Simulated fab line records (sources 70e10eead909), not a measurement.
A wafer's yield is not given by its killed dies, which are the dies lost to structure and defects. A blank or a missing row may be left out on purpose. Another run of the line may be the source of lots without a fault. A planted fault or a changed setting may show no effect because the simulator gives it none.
Matching of chambers ; flow nand-harc ; NHARC_P_BONDPAD_DEP_00 on pecvd-02 has 3 sister chambers
The step deposits SiCN, target thk 250 nm. 3 wafers are shown with their chamber, then 7 later ones without.

## WAFERS PAIRED WITH THEIR CHAMBERS
wafer;chamber;heater-power-w (W)
L274.6;0;585
L273.2;2;544
L273.3;1;619

## WAFERS WITHOUT THEIR CHAMBER
wafer;heater-power-w (W)
L273.5;603
L275.2;628
L275.4;505
L275.5;605
L276.2;575
L276.3;570
L276.5;592

## THE CHAMBER EACH PASSED THROUGH
wafer;from the rows above;in truth
L273.5;can't be placed: 1 or 0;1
L275.2;can't be placed: 1 or 0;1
L275.4;2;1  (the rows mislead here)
L275.5;can't be placed: 1 or 0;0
L276.2;can't be placed: 0 or 2 or 1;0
L276.3;can't be placed: 0 or 2 or 1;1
L276.5;can't be placed: 0 or 1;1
0 of 7 placed correctly. Can't be placed from these rows: 6 (the true chamber is among the candidates in 6). 1 placed wrongly.
How it was worked out, from the rows above alone: a wafer's distance from a chamber is the root of the sum, over the readings, of the square of ((its reading less the chamber's mean) divided by the reading's scatter). The wafer belongs to the nearest chamber; if the next one is less than 2 further off, it can't be placed. For every chamber, the mean is computed from those of its wafers that are shown. The scatter: root of mean squared gap, hidden wafer to nearest shown wafer, with one shown wafer a chamber.
